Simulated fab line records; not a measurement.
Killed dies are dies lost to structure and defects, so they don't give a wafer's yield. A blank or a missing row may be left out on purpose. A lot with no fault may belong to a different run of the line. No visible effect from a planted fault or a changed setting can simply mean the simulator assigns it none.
Problem report in the 8D (eight disciplines) form, filled by code | flow n5_finfet | the parts of the form that need people (team, actions taken, sign-off) are left out

1. THE ISSUE
At N5_FIN_SAQP_THK_MEAS_05, thk_nm averages 14.3 nm over 2 wafers from 2 lots, while fault-free wafers read 38.1 nm, standard deviation 0.43. That is -55 standard deviations from the usual mean.
Seen first at day 5 13:21 on film_metro-02, wafer L218.5. Wafers with a number at this step in the record: 42, from 14 lots. Rule for "out", or "out of limits": more than 4 standard deviations from the usual mean. Any other wafer with a number is counted as sound.

2. WHAT IT IS; WHAT IT IS NOT
question                    | is                           | is not
which readings at this step | thk_nm                       | -
which lots                  | L218, L220                   | L204, L205, L207, L209, L211, L219, L221, L222, L223, L225, L226, L227
which wafers of those lots  | L218.5, L220.5               | L218.1, L218.4, L220.3, L220.6
read on which gauges        | film_metro-01, film_metro-02 | -
when                        | from day 5 13:21             | up to then (17 sound wafers); but 23 sound wafers of L219, L220, L221, L222, L223, L225, L226, L227 came after

3. SUSPECTS, AND WHAT RULES EACH OUT
Counting: any tool at a process step up to the reading remains a suspect provided it ran every lot that is out. Sound lots after the first of them don't rule it out here, since some wafers of a struck lot are sound.
- the gauge at N5_FIN_SAQP_THK_MEAS_05 has been ruled out. Those wafers that are out were read across 2 gauges (film_metro-01, film_metro-02).
- pecvd-02 at N5_FIN_SAQP_HM_DEP_03 (deposits SiNx from SiH4/NH3/N2, target thk 38 nm, time 33.6 s): kept. Every lot that is out went through it, the first being L218 (day 5 13:16); the last sound lot it ran before that was L209 (day 3 03:22).
After counting, what remains is pecvd-02 at N5_FIN_SAQP_HM_DEP_03.

4. THE CAUSE (what the simulator had put in)
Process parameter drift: pecvd-02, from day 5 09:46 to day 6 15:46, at N5_FIN_SAQP_HM_DEP_03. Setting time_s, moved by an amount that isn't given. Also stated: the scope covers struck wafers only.
Counting left only this tool.

5. SEQUENCE OF EFFECTS, ordered by route
One row per reading whose mean, taken over the struck wafers that have a number, lies over 3 standard deviations from the usual. Only readings for which the record gives a usual standard deviation are gone through. hours: the time from each lot's start at the first step in this table that gives one to its start at this step, as a median over the lots. sigmas: the change in usual standard deviations.
hours | step                    | reading | usual   | on struck wafers | change | sigmas
0     | N5_FIN_SAQP_THK_MEAS_05 | thk_nm  | 38.1 nm | 14.3             | -23.8  | -55
Readings that are blank on the struck wafers while sound wafers have them: rf_fwd_power_W at N5_FIN_SAQP_HM_DEP_03.

6. WHAT WOULD HAVE CAUGHT IT SOONER
The first out-of-limits reading at a measuring or inspecting step in this record came at day 5 13:21, 4 hours after the fault's start at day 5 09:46.
L220, from the lots that are out (2), started N5_FIN_SAQP_HM_DEP_03 on pecvd-02 later than day 5 13:21. A hold on the tool at that time would have spared it.
